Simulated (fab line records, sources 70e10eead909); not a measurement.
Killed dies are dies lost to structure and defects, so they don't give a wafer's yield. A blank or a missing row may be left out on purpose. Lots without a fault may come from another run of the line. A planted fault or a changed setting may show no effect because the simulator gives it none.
fab line records | flow nand_harc
record lots=13 wafers=39 last_day=24
route steps=1159 shown P_CONTACT@219 P_M0@258 END@1159
lots that met no fault: from a run of the same line without faults
start_h: hours from the record's first day to the start of the lot's first wafer shown | wait_h: hours since the lot's step before | " the same as in the row above | L1.1+2: a row that stands for several wafers | - no value, or no start given | * or withheld: withheld | < > ~ a bound
route shown NAME@n: a module of which the file shows steps, and the number in the route of the first | usual: mean/standard deviation of fault-free wafers | same: alike in all rows | chamber/n: place in a boat | sites: the reading at each site | _std_site: their standard deviation | _edge_site: outer sites' mean less inner sites' | radius_mm: how far each site lies from the wafer's centre | mask NAME#n: copy n | behind: the tool/chamber that last shaped the wafer | hold: why the lot was held/for how many hours/how that ended | device: the transistor (n, p or np) that didn't switch | end of line: the same wafers' tests at the end of the route | a step without rows: its recipe alone | killed: dies lost to structure and defects at the first sort, not the wafer's yield | map: a wafer's dies, x killed, . not, _ none there
set.NAME: the setting as run; set.NAME@STEP: as run at that earlier step | model.NAME: the simulator's own value behind a step, which no gauge read
steps of the route over a sample of lots; a table a step, a row a wafer
services: from which hour (start_h, from the record's first day; less than 0 if before it) a tool's chamber was out of use, for how many hours, and why
## steps
# step NHARC_P_CONTACT_CMP_01
# recipe target_thk_nm=200 material=SiO2
# usual motor_current_A=11.9/1.1
# columns lot.wafer tool chamber start_h wait_h motor_current_A
L345.3 cmp-04 1 117.98 - 11.1
L345.1 " 2 " " 13.3
L345.6 " 1 " " 11.5
L344.2 cmp-04 2 118.43 0.6 12.8
L344.3 " 0 " " 13.2
L344.5 " 3 " " 11.0
L346.4 cmp-01 3 122.53 0.4 11.4
L346.2 " 0 " " 12.3
L346.3 " 1 " " 11.2
L348.1 cmp-01 0 129.90 - 12.9
L348.4 " 1 " " 11.5
L348.5 " 0 " " 13.0
L347.3 cmp-01 2 130.34 - 10.3
L347.5 " 2 " " 10.9
L347.6 " 3 " " 11.7
L349.4 cmp-01 3 137.79 - 11.3
L349.5 " 2 " " 10.5
L349.6 " 3 " " 11.2
L350.2 cmp-02 0 144.53 - 13.8
L350.4 " 1 " " 11.4
L350.5 " 2 " " 12.5
L358.4 cmp-01 3 184.28 - 11.6
L358.1 " 0 " " 11.8
L358.5 " 2 " " 10.7
L356.1 cmp-04 0 187.37 - 13.5
L356.6 " 1 " " 12.3
L356.5 " 2 " " 12.9
L363.3 cmp-01 3 222.99 - 11.3
L363.4 " 2 " " 10.2
L363.6 " 3 " " 11.3
L364.3 cmp-04 3 224.67 - 11.8
L364.1 " 0 " " 13.4
L364.6 " 3 " " 11.5
L365.4 cmp-01 3 237.37 - 11.5
L365.5 " 0 " " 12.6
L365.6 " 1 " " 11.4
L366.2 cmp-02 1 237.48 - 11.3
L366.1 " 2 " " 12.0
L366.5 " 0 " " 14.4
# step NHARC_P_CONTACT_ALD_22
# recipe target_thk_a=30 pulse_time_s=1 ald_cycles=150 temp_c=450 material=TiN
# usual heater_power_outer_w=678/58 heater_power_w=1072/110 precursor_pulse_height_rel=0.999/0.019
# columns lot.wafer tool chamber start_h wait_h heater_power_outer_w heater_power_w precursor_pulse_height_rel
L345.1 ald_metal-03 2 120.67 - 696 1111 1.017
L345.3 " 3 " " 809 1229 1.020
L345.6 " 3 " " 804 1229 0.978
L344.2 ald_metal-02 3 121.32 - 653 1094 0.995
L344.3 " 0 " " 667 966 0.987
L344.5 " 1 " " 725 1152 1.010
L346.4 ald_metal-02 0 125.38 - 646 911 1.016
L346.3 " 1 " " 738 1157 1.004
L346.2 " 2 " " 633 960 1.017
L348.1 ald_metal-03 2 132.71 - 692 1094 1.015
L348.4 " 1 " " 709 1101 0.981
L348.5 " 2 " " 691 1124 1.006
L347.3 ald_metal-04 2 133.24 - 677 1162 1.019
L347.5 " 3 " " 591 938 0.985
L347.6 " 0 " " 649 994 1.004
L349.4 ald_metal-02 3 140.65 - 656 1071 1.011
L349.5 " 1 " " 740 1111 1.019
L349.6 " 2 " " 614 938 0.995
L350.2 ald_metal-02 2 147.33 - 630 951 0.986
L350.4 " 3 " " 661 1048 1.037
L350.5 " 3 " " 659 1084 0.974
L358.4 ald_metal-04 0 187.12 - 662 995 1.017
L358.1 " 1 " " 765 1273 1.025
L358.5 " 3 " " 574 917 1.005
L356.1 ald_metal-04 1 190.28 - 742 1281 0.976
L356.6 " 0 " " 646 1006 0.980
L356.5 " 1 " " 785 1260 0.988
L363.3 ald_metal-02 3 225.85 - 671 1106 0.973
L363.4 " 1 " " 706 1089 0.994
L363.6 " 0 " " 660 933 0.966
L364.3 ald_metal-03 2 228.88 - 698 1127 0.980
L364.1 " 0 " " 712 1118 0.994
L364.6 " 1 " " 707 1118 1.005
L366.1 ald_metal-02 2 240.41 - 601 927 0.997
L366.2 " 1 " " 717 1100 1.008
L366.5 " 3 " " 641 1092 1.030
L365.4 ald_metal-03 0 240.59 - 688 1134 1.015
L365.6 " 0 " " 686 1092 1.017
L365.5 " 1 " " 718 1127 0.993
# step NHARC_P_M0_SOFTBAKE_04
# recipe temp_c=105 time_s=55
# usual heater_power_total_W=188.45/0.14
# columns lot.wafer tool chamber start_h wait_h heater_power_total_W
L345.1 litho_track-06 0 127 - 188.43
L345.3 " 0 " " 188.51
L345.6 " 0 " " 188.37
L344.2 litho_track-06 0 129 - 188.32
L344.3 " 0 " " 188.71
L344.5 " 0 " " 188.49
L346.2 litho_track-04 0 136 - 188.43
L346.3 " 0 " " 188.45
L346.4 " 0 " " 188.64
L348.1 litho_track-01 0 140 - 188.35
L348.4 " 0 " " 188.35
L348.5 " 0 " " 188.40
L347.3 litho_track-06 0 140 - 188.49
L347.5 " 0 " " 188.73
L347.6 " 0 " " 188.34
L349.4 litho_track-06 0 144 - 188.78
L349.5 " 0 " " 188.28
L349.6 " 0 " " 188.70
L350.2 litho_track-04 0 149 - 188.41
L350.4 " 0 " " 188.78
L350.5 " 0 " " 188.53
L358.1 litho_track-04 0 188 - 183.87
L358.4 " 0 " " 183.80
L358.5 " 0 " " 183.69
L356.1 litho_track-04 0 194 - 183.73
L356.5 " 0 " " 184.10
L356.6 " 0 " " 183.93
L363.3 litho_track-06 0 228 - 188.41
L363.4 " 0 " " 188.69
L363.6 " 0 " " 188.51
L364.1 litho_track-06 0 234 - 188.49
L364.3 " 0 " " 188.26
L364.6 " 0 " " 188.47
L366.1 litho_track-06 0 242 - 188.34
L366.2 " 0 " " 188.46
L366.5 " 0 " " 188.38
L365.4 litho_track-01 0 242 - 188.46
L365.5 " 0 " " 188.48
L365.6 " 0 " " 188.33
# step NHARC_P_M0_CD_MEAS_09
# recipe target_cd_nm=90 landing_energy_ev=500
# usual cd_nm=90.3/0.79
# columns lot.wafer tool chamber start_h wait_h cd_nm
L345.1 cd_sem-01 0 127.88 - 90.1
L345.3 " 0 " " 90.1
L345.6 " 0 " " 90.0
L344.2 cd_sem-02 0 129.89 - 90.1
L344.3 " 0 " " 89.6
L344.5 " 0 " " 91.7
L346.2 cd_sem-03 0 137.14 - 90.3
L346.3 " 0 " " 91.2
L346.4 " 0 " " 91.4
L348.1 cd_sem-01 0 140.68 - 90.8
L348.4 " 0 " " 89.7
L348.5 " 0 " " 90.6
L347.3 cd_sem-03 0 141.22 - 89.8
L347.5 " 0 " " 89.2
L347.6 " 0 " " 88.7
L349.4 cd_sem-02 0 144.60 - 90.7
L349.5 " 0 " " 89.5
L349.6 " 0 " " 90.4
L350.2 cd_sem-01 0 150.05 - 89.5
L350.4 " 0 " " 91.0
L350.5 " 0 " " 91.2
L358.1 cd_sem-01 0 189.12 - 91.5
L358.4 " 0 " " 90.8
L358.5 " 0 " " 89.9
L356.1 cd_sem-03 0 195.12 - 91.5
L356.5 " 0 " " 90.9
L356.6 " 0 " " 89.7
L363.3 cd_sem-02 0 229.12 - 90.9
L363.4 " 0 " " 91.5
L363.6 " 0 " " 90.5
L364.1 cd_sem-03 0 234.80 - 90.8
L364.3 " 0 " " 89.7
L364.6 " 0 " " 90.3
L366.1 cd_sem-01 0 242.57 - 91.2
L366.2 " 0 " " 91.7
L366.5 " 0 " " 91.1
L365.4 cd_sem-03 0 242.86 - 91.8
L365.5 " 0 " " 90.6
L365.6 " 0 " " 91.5
# step NHARC_END_SORT_01
# recipe temp_c=25
# usual defect_limited_yield=95.1/1.5 killed_at_array=29/10 killed_at_other=0.7/1 killed_at_periphery=3.7/2.6 killed_dies=33/10 killed_open=3.4/1.8 killed_short=1.8/1.3 sort_bin_2_pct=1.5/0.64 sort_bin_3_pct=0.29/0.24 sort_bin_4_pct=3.1/0.95 sort_n_pass=644/10 sort_rim_yield_pct=96.9/2.6 sort_yield_pct=95.1/1.5
# same gross_dies=677 sort_bin_5_pct[%]=0 sort_bin_6_pct[%]=0 sort_bin_7_pct[%]=0 sort_bin_8_pct[%]=0 sort_rim_n_gross=106.00
# columns lot.wafer tool chamber start_h wait_h defect_limited_yield[%] killed_at_array killed_at_other killed_at_periphery killed_dies killed_open killed_short sort_bin_2_pct[%] sort_bin_3_pct[%] sort_bin_4_pct[%] sort_n_pass sort_rim_yield_pct[%] sort_yield_pct[%]
L345.1 prober-01 0 447.77 2.5 97.5 13 0 4 17 4 1 0.7 0.15 1.6 660 98.1 97.5
L345.3 prober-01 0 449.36 3.1 97.6 8 5 3 16 3 1 0.7 0.30 1.3 661 99.1 97.6
L345.6 prober-01 0 451.75 4.0 97.0 16 3 1 20 5 1 0.9 0.30 1.8 657 95.3 97.0
L348.1 prober-02 0 448.74 2.5 95.1 30 0 3 33 2 1 1.6 0.15 3.1 644 98.1 95.1
L348.4 prober-02 0 451.10 3.4 96.9 18 0 3 21 4 2 0.9 0.30 1.9 656 98.1 96.9
L348.5 prober-02 0 451.88 3.6 97.0 18 0 2 20 3 2 1.2 0 1.8 657 99.1 97.0
L344.2 prober-01 0 456.41 2.8 95.4 30 0 1 31 1 1 1.5 0.15 3.0 646 91.5 95.4
L344.3 prober-01 0 457.22 3.1 96.5 21 1 2 24 2 0 0.7 0.44 2.4 653 100.0 96.5
L344.5 prober-01 0 458.85 3.8 94.4 33 1 4 38 5 1 1.8 0.44 3.4 639 98.1 94.4
L347.3 prober-02 0 458.03 3.1 96.3 22 1 2 25 4 3 1.0 0.30 2.4 652 97.2 96.3
L347.5 prober-02 0 459.60 3.6 97.2 15 1 3 19 1 1 1.5 0 1.3 658 94.3 97.2
L347.6 prober-02 0 460.39 3.9 95.6 27 1 2 30 2 2 0.9 0 3.5 647 97.2 95.6
L346.2 prober-02 0 465.89 3.7 96.8 20 0 2 22 7 1 1.3 0.15 1.8 655 95.3 96.8
L346.3 prober-02 0 466.69 4.0 96.2 26 0 0 26 4 0 0.9 0 3.0 651 96.2 96.2
L346.4 prober-02 0 467.49 4.3 95.1 31 0 2 33 3 2 0.9 0.44 3.5 644 97.2 95.1
L349.4 prober-01 0 465.94 3.4 97.3 17 0 1 18 1 1 0.7 0.15 1.8 659 100.0 97.3
L349.5 prober-01 0 466.75 3.7 95.6 27 2 1 30 2 1 1.5 0.44 2.5 647 99.1 95.6
L349.6 prober-01 0 467.56 4.0 95.7 21 3 5 29 5 5 1.6 0.15 2.5 648 97.2 95.7
L350.2 prober-01 0 472.19 2.8 95.9 25 0 3 28 3 2 0.7 0.15 3.2 649 100.0 95.9
L350.4 prober-01 0 473.80 3.4 95.7 24 0 5 29 2 1 1.0 0.44 2.8 648 99.1 95.7
L350.5 prober-01 0 474.61 3.7 96.9 18 0 3 21 2 4 0.9 0 2.2 656 95.3 96.9
L356.1 prober-01 0 514.38 2.5 93.6 41 0 2 43 4 3 1.9 0.74 3.7 634 98.1 93.6
L356.5 prober-01 0 517.61 3.7 93.4 41 1 3 45 3 0 1.9 0.30 4.4 632 98.1 93.4
L356.6 prober-01 0 518.41 4.0 94.2 32 0 7 39 3 1 1.9 0.59 3.2 638 91.5 94.2
L358.1 prober-02 0 535.88 2.5 93.4 42 0 3 45 2 3 2.8 0.44 3.4 632 94.3 93.4
L358.4 prober-02 0 538.29 3.4 93.4 42 0 3 45 2 3 2.4 0.59 3.7 632 94.3 93.4
L358.5 prober-02 0 539.09 3.7 93.6 41 0 2 43 3 2 1.5 0.15 4.7 634 96.2 93.6
L364.1 prober-01 0 551.51 2.5 93.6 36 0 7 43 2 3 2.7 0.30 3.4 634 98.1 93.6
L364.3 prober-01 0 553.11 3.1 95.1 30 1 2 33 1 1 1.2 0.30 3.4 644 92.5 95.1
L364.6 prober-01 0 555.50 4.0 93.9 36 0 5 41 3 3 2.5 0.30 3.2 636 98.1 93.9
L363.3 prober-02 0 553.09 3.1 96.6 20 0 3 23 3 2 1.3 0 2.1 654 100.0 96.6
L363.4 prober-02 0 553.89 3.4 95.6 24 0 6 30 4 2 2.1 0.15 2.2 647 96.2 95.6
L363.6 prober-02 0 555.49 4.0 96.2 24 0 2 26 3 2 1.3 0.15 2.4 651 100.0 96.2
L365.4 prober-01 0 563.92 3.4 94.2 33 3 3 39 6 1 1.2 0.44 4.1 638 91.5 94.2
L365.5 prober-01 0 564.72 3.7 95.3 28 1 3 32 2 5 1.2 0.15 3.4 645 96.2 95.3
L365.6 prober-01 0 565.51 4.0 95.0 28 1 5 34 3 0 1.6 0.15 3.2 643 96.2 95.0
L366.1 prober-02 0 567.08 2.5 95.7 26 0 3 29 3 2 1.0 0.30 3.0 648 97.2 95.7
L366.2 prober-02 0 567.89 2.8 94.7 27 2 7 36 3 4 1.6 0.30 3.4 641 98.1 94.7
L366.5 prober-02 0 570.31 3.7 94.2 33 3 3 39 4 1 1.3 0.44 4.0 638 97.2 94.2
# killed by level:class
L345.1 A_CONTACT:chamber_film_flake=7 P_M2:geometric_particle:open=2 A_CONTACT:geometric_particle:open=2 A_SOURCE_PLATE:geometric_particle:short=1 P_STI:chamber_film_flake=1 P_GATE:chamber_film_flake=1 A_CHANNEL_HOLE_D1:chamber_film_flake=1 A_STAIRCASE:chamber_film_flake=1
L348.1 A_SLIT:chamber_film_flake=14 A_STAIRCASE:chamber_film_flake=7 A_CHANNEL_HOLE_D1:chamber_film_flake=3 A_CONTACT:chamber_film_flake=3 P_STI:chamber_film_flake=2 P_CONTACT:geometric_particle:short=1 A_CONTACT:geometric_particle:open=1 A_M0:geometric_particle:open=1
L345.3 THIN_TSV:chamber_film_flake=5 A_CHANNEL_HOLE_D1:chamber_film_flake=2 P_CONTACT:geometric_particle:open=1 P_M1:geometric_particle:short=1 A_ONON_D1:geometric_particle:open=1 A_SGD_CUT:geometric_particle:open=1 P_STI:chamber_film_flake=1 A_STAIRCASE:chamber_film_flake=1
L348.4 A_SLIT:chamber_film_flake=6 A_STAIRCASE:chamber_film_flake=5 P_M0:geometric_particle:open=2 A_SOURCE_PLATE:geometric_particle:open=1 A_SGD_CUT:geometric_particle:short=1 A_BLC:geometric_particle:short=1 A_M0:geometric_particle:open=1 P_GATE:chamber_film_flake=1
L345.6 A_CONTACT:chamber_film_flake=5 THIN_TSV:chamber_film_flake=3 A_CHANNEL_HOLE_D1:chamber_film_flake=2 A_STAIRCASE:chamber_film_flake=2 P_GATE:geometric_particle:open=1 A_CHANNEL_FILL_D1:geometric_particle:open=1 A_SGD_CUT:geometric_particle:short=1 A_CONTACT:geometric_particle:open=1
L348.5 A_SLIT:chamber_film_flake=10 A_BLC:chamber_film_flake=3 P_STI:chamber_film_flake=2 A_ONON_D1:geometric_particle:open=1 A_ONON_D1:geometric_particle:short=1 A_CHANNEL_FILL_D1:geometric_particle:open=1 A_CHANNEL_FILL_D1:geometric_particle:short=1 A_CONTACT:geometric_particle:open=1
L344.2 A_CHANNEL_HOLE_D1:chamber_film_flake=16 A_SLIT:chamber_film_flake=8 A_STAIRCASE:chamber_film_flake=2 A_WL_FILL:geometric_particle:short=1 A_WL_FILL:geometric_particle:open=1 P_GATE:chamber_film_flake=1 A_CHANNEL_FILL_D1:chamber_film_flake=1 A_CONTACT:chamber_film_flake=1
L344.3 A_CHANNEL_HOLE_D1:chamber_film_flake=10 A_SLIT:chamber_film_flake=5 A_CONTACT:geometric_particle:open=2 A_CONTACT:chamber_film_flake=2 P_CONTACT:chamber_film_flake=1 P_M0:chamber_film_flake=1 A_CHANNEL_FILL_D1:chamber_film_flake=1 A_STAIRCASE:chamber_film_flake=1
L347.3 A_CHANNEL_HOLE_D1:chamber_film_flake=11 A_STAIRCASE:chamber_film_flake=3 A_WL_FILL:geometric_particle:short=2 P_STI:geometric_particle:open=1 A_CHANNEL_HOLE_D1:geometric_particle:open=1 A_CHANNEL_FILL_D1:geometric_particle:open=1 A_CONTACT:geometric_particle:open=1 A_CONTACT:geometric_particle:short=1
L344.5 A_CHANNEL_HOLE_D1:chamber_film_flake=18 A_SLIT:chamber_film_flake=7 A_CONTACT:chamber_film_flake=4 P_M1:geometric_particle:open=2 P_STI:geometric_particle:open=1 A_ONON_D1:geometric_particle:open=1 A_STAIRCASE:geometric_particle:short=1 A_WL_FILL:geometric_particle:open=1
L347.5 A_CHANNEL_HOLE_D1:chamber_film_flake=9 A_STAIRCASE:chamber_film_flake=3 A_CONTACT:chamber_film_flake=2 P_CONTACT:geometric_particle:short=1 P_M0:geometric_particle:open=1 P_ZERO_WELL:chamber_film_flake=1 A_SLIT:chamber_film_flake=1 THIN_TSV:chamber_film_flake=1
L347.6 A_CHANNEL_HOLE_D1:chamber_film_flake=17 A_STAIRCASE:chamber_film_flake=3 A_CONTACT:chamber_film_flake=2 P_CONTACT:geometric_particle:open=1 A_ONON_D1:geometric_particle:short=1 A_CHANNEL_FILL_D1:geometric_particle:short=1 A_CONTACT:geometric_particle:open=1 P_ZERO_WELL:chamber_film_flake=1
L346.2 A_CHANNEL_HOLE_D1:chamber_film_flake=9 A_ONON_D1:geometric_particle:open=2 A_WL_FILL:chamber_film_flake=2 P_M0:geometric_particle:open=1 P_M1:geometric_particle:open=1 A_WL_FILL:geometric_particle:short=1 A_WL_FILL:geometric_particle:open=1 A_CONTACT:geometric_particle:open=1
L349.4 A_SLIT:chamber_film_flake=6 A_CONTACT:chamber_film_flake=3 A_STAIRCASE:chamber_film_flake=2 A_WL_FILL:chamber_film_flake=2 A_ONON_D1:geometric_particle:open=1 A_SGD_CUT:geometric_particle:short=1 P_ZERO_WELL:chamber_film_flake=1 A_ZERO_WELL:chamber_film_flake=1
L346.3 A_CHANNEL_HOLE_D1:chamber_film_flake=13 A_CHANNEL_FILL_D1:chamber_film_flake=4 A_SGD_CUT:geometric_particle:open=2 A_STAIRCASE:chamber_film_flake=2 A_M0:chamber_film_flake=2 A_CONTACT:geometric_particle:open=1 A_M0:geometric_particle:open=1 A_SLIT:chamber_film_flake=1
L349.5 A_SLIT:chamber_film_flake=13 A_CONTACT:chamber_film_flake=6 A_STAIRCASE:chamber_film_flake=4 A_CHANNEL_HOLE_D1:chamber_film_flake=2 A_SOURCE_PLATE:geometric_particle:open=1 A_CONTACT:geometric_particle:open=1 STARTING-WAFER:geometric_particle:short=1 P_ZERO_WELL:chamber_film_flake=1
L346.4 A_CHANNEL_HOLE_D1:chamber_film_flake=16 A_M0:chamber_film_flake=4 A_CHANNEL_FILL_D1:chamber_film_flake=2 A_WL_FILL:chamber_film_flake=2 P_CONTACT:geometric_particle:open=1 A_WL_FILL:geometric_particle:short=1 A_CONTACT:geometric_particle:short=1 A_CONTACT:geometric_particle:open=1
L349.6 A_SLIT:chamber_film_flake=5 A_CONTACT:chamber_film_flake=4 A_CHANNEL_HOLE_D1:chamber_film_flake=3 A_STAIRCASE:chamber_film_flake=3 A_CONTACT:geometric_particle:open=2 P_GATE:geometric_particle:open=1 P_CONTACT:geometric_particle:short=1 P_M0:geometric_particle:short=1
L350.2 A_SLIT:chamber_film_flake=12 A_STAIRCASE:chamber_film_flake=4 A_CHANNEL_HOLE_D1:chamber_film_flake=3 A_CONTACT:chamber_film_flake=2 P_STI:geometric_particle:short=1 A_ONON_D1:geometric_particle:short=1 A_CHANNEL_HOLE_D1:geometric_particle:open=1 A_WL_FILL:geometric_particle:open=1
L350.4 A_SLIT:chamber_film_flake=13 P_STI:chamber_film_flake=3 A_CHANNEL_HOLE_D1:chamber_film_flake=3 A_STAIRCASE:chamber_film_flake=3 A_CONTACT:chamber_film_flake=2 P_GATE:geometric_particle:open=1 A_CHANNEL_HOLE_D1:geometric_particle:open=1 A_WL_FILL:geometric_particle:short=1
L350.5 A_SLIT:chamber_film_flake=8 A_CHANNEL_HOLE_D1:chamber_film_flake=4 A_CHANNEL_FILL_D1:geometric_particle:short=2 P_GATE:geometric_particle:short=1 A_SOURCE_PLATE:geometric_particle:open=1 A_ONON_D1:geometric_particle:short=1 A_CHANNEL_FILL_D1:geometric_particle:open=1 P_STI:chamber_film_flake=1
L356.1 A_CHANNEL_HOLE_D1:chamber_film_flake=25 A_STAIRCASE:chamber_film_flake=6 A_CONTACT:chamber_film_flake=3 A_ONON_D1:geometric_particle:short=2 A_M0:geometric_particle:open=2 P_CONTACT:geometric_particle:open=1 A_CHANNEL_HOLE_D1:geometric_particle:short=1 A_BLC:geometric_particle:open=1
L356.5 A_CHANNEL_HOLE_D1:chamber_film_flake=18 A_STAIRCASE:chamber_film_flake=11 A_CONTACT:chamber_film_flake=7 A_BLC:chamber_film_flake=2 P_M0:geometric_particle:open=1 A_M0:geometric_particle:open=1 THIN_TSV:geometric_particle:open=1 P_ZERO_WELL:chamber_film_flake=1
L356.6 A_STAIRCASE:chamber_film_flake=11 A_CHANNEL_HOLE_D1:chamber_film_flake=9 A_CONTACT:chamber_film_flake=5 P_ZERO_WELL:chamber_film_flake=4 P_GATE:chamber_film_flake=2 A_CHANNEL_FILL_D1:geometric_particle:open=1 A_SLIT:geometric_particle:open=1 A_M0:geometric_particle:open=1
L358.1 A_CHANNEL_HOLE_D1:chamber_film_flake=15 A_SLIT:chamber_film_flake=15 A_STAIRCASE:chamber_film_flake=4 A_CONTACT:chamber_film_flake=3 P_ZERO_WELL:chamber_film_flake=2 P_CONTACT:geometric_particle:short=1 A_ONON_D1:geometric_particle:open=1 A_CHANNEL_HOLE_D1:geometric_particle:open=1
L358.4 A_CHANNEL_HOLE_D1:chamber_film_flake=21 A_SLIT:chamber_film_flake=12 P_ZERO_WELL:chamber_film_flake=3 A_STAIRCASE:chamber_film_flake=2 A_CONTACT:chamber_film_flake=2 A_ONON_D1:geometric_particle:open=1 A_ONON_D1:geometric_particle:short=1 A_CHANNEL_HOLE_D1:geometric_particle:short=1
L358.5 A_SLIT:chamber_film_flake=18 A_CHANNEL_HOLE_D1:chamber_film_flake=16 A_M0:geometric_particle:open=2 A_STAIRCASE:chamber_film_flake=2 A_ONON_D1:geometric_particle:short=1 A_SGD_CUT:geometric_particle:open=1 A_CONTACT:geometric_particle:short=1 P_ZERO_WELL:chamber_film_flake=1
L364.1 A_CHANNEL_HOLE_D1:chamber_film_flake=16 A_STAIRCASE:chamber_film_flake=8 A_CONTACT:chamber_film_flake=6 P_STI:chamber_film_flake=2 P_GATE:chamber_film_flake=2 A_SLIT:chamber_film_flake=2 P_M0:geometric_particle:short=1 P_M1:geometric_particle:open=1
L363.3 A_CHANNEL_HOLE_D1:chamber_film_flake=7 A_CONTACT:chamber_film_flake=4 A_WL_FILL:geometric_particle:short=2 A_STAIRCASE:chamber_film_flake=2 A_WL_FILL:chamber_film_flake=2 A_STAIRCASE:geometric_particle:open=1 A_BLC:geometric_particle:open=1 A_M0:geometric_particle:open=1
L364.3 A_CHANNEL_HOLE_D1:chamber_film_flake=16 A_CONTACT:chamber_film_flake=9 A_STAIRCASE:chamber_film_flake=5 P_CONTACT:geometric_particle:open=1 STARTING-WAFER:geometric_particle:short=1 P_STI:chamber_film_flake=1
L363.4 A_CHANNEL_HOLE_D1:chamber_film_flake=8 A_WL_FILL:chamber_film_flake=5 A_CONTACT:chamber_film_flake=4 P_GATE:chamber_film_flake=3 A_STAIRCASE:chamber_film_flake=2 P_CONTACT:geometric_particle:open=1 A_CHANNEL_FILL_D1:geometric_particle:short=1 A_CONTACT:geometric_particle:short=1
L363.6 A_CHANNEL_HOLE_D1:chamber_film_flake=7 A_STAIRCASE:chamber_film_flake=5 A_CONTACT:chamber_film_flake=4 A_WL_FILL:chamber_film_flake=3 A_ONON_D1:geometric_particle:short=2 A_M0:geometric_particle:open=2 A_CHANNEL_FILL_D1:geometric_particle:open=1 P_GATE:chamber_film_flake=1
L364.6 A_CHANNEL_HOLE_D1:chamber_film_flake=21 A_CONTACT:chamber_film_flake=7 A_STAIRCASE:chamber_film_flake=3 P_CONTACT:chamber_film_flake=2 A_CONTACT:geometric_particle:open=2 P_M0:geometric_particle:open=1 A_SGD_CUT:geometric_particle:short=1 A_M0:geometric_particle:short=1
L365.4 A_CHANNEL_HOLE_D1:chamber_film_flake=18 A_CONTACT:chamber_film_flake=6 A_CONTACT:geometric_particle:open=3 THIN_TSV:chamber_film_flake=3 A_SLIT:chamber_film_flake=2 P_CONTACT:geometric_particle:open=1 A_CHANNEL_HOLE_D1:geometric_particle:open=1 A_SGD_CUT:geometric_particle:open=1
L365.5 A_CHANNEL_HOLE_D1:chamber_film_flake=19 A_CONTACT:chamber_film_flake=4 P_M0:geometric_particle:open=1 A_CHANNEL_FILL_D1:geometric_particle:short=1 A_SGD_CUT:geometric_particle:short=1 A_CONTACT:geometric_particle:short=1 A_M0:geometric_particle:short=1 A_M0:geometric_particle:open=1
L365.6 A_CHANNEL_HOLE_D1:chamber_film_flake=21 A_CONTACT:chamber_film_flake=4 P_ZERO_WELL:chamber_film_flake=2 P_M0:geometric_particle:open=1 A_ONON_D1:geometric_particle:open=1 A_CHANNEL_FILL_D1:geometric_particle:open=1 P_GATE:chamber_film_flake=1 P_M0:chamber_film_flake=1
L366.1 A_SLIT:chamber_film_flake=16 A_CHANNEL_HOLE_D1:chamber_film_flake=3 A_WL_FILL:chamber_film_flake=3 P_GATE:geometric_particle:open=2 P_M0:geometric_particle:short=1 A_CHANNEL_HOLE_D1:geometric_particle:open=1 A_WL_FILL:geometric_particle:short=1 A_SGD_CUT:chamber_film_flake=1
L366.2 A_SLIT:chamber_film_flake=17 A_CHANNEL_HOLE_D1:chamber_film_flake=5 P_GATE:geometric_particle:short=2 P_CONTACT:geometric_particle:open=2 THIN_TSV:chamber_film_flake=2 P_CONTACT:geometric_particle:short=1 A_CHANNEL_HOLE_D1:geometric_particle:open=1 A_SGD_CUT:geometric_particle:short=1
L366.5 A_SLIT:chamber_film_flake=22 A_CHANNEL_HOLE_D1:chamber_film_flake=5 P_CONTACT:geometric_particle:open=2 A_CONTACT:geometric_particle:open=2 A_SGD_CUT:chamber_film_flake=2 THIN_TSV:chamber_film_flake=2 P_M0:chamber_film_flake=1 STARTING-WAFER:geometric_particle:short=1
## services
# columns tool chamber start_h hours kind
cmp-04 - 105.00 4.0 pm
litho_track-06 - 117.00 7.0 pm
cmp-02 - 129.96 4.0 pm
cmp-02 - 134.37 0.7 repair
ald_metal-02 3 135.56 2.2 repair
litho_track-04 - 141.00 7.0 pm
ald_metal-03 - 144.00 10.0 pm
cmp-02 - 147.73 1.6 repair
cmp-01 - 158.02 2.4 repair
cmp-04 - 164.84 4.5 repair
cmp-01 - 168.16 0.5 repair
cmp-02 - 168.21 2.6 repair
cmp-01 - 179.64 4.0 pm
cmp-01 - 183.64 - consumable_replace:conditioner
cmp-01 - 183.64 - consumable_replace:pad
ald_metal-02 - 186.00 10.0 pm
ald_metal-02 0 186.00 10.0 vent_cycle
ald_metal-02 1 186.00 10.0 vent_cycle
ald_metal-02 2 186.00 10.0 vent_cycle
cmp-04 - 195.17 0.2 repair
cmp-04 - 203.00 4.0 pm
cmp-01 - 223.67 3.0 repair
ald_metal-04 - 228.00 10.0 pm
cmp-02 - 228.06 4.0 pm
## key
first_sign step=NHARC_P_M0_SOFTBAKE_04 reading=heater_power_total_W direction=down sigmas=33 usual=* struck=*
effect none on later readings
met_at NHARC_P_M0_SOFTBAKE_04
struck_lots L356,L358
not_acting_at NHARC_P_CONTACT_CMP_01,NHARC_P_CONTACT_ALD_22,NHARC_P_M0_CD_MEAS_09
onset_between 149 188
fault kind=process_parameter_drift tool=litho_track-04 chamber=- onset_h=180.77 steps=NHARC_P_M0_SOFTBAKE_04 channel=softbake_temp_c offset=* shape=step end_h=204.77 acts_in=* stated=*
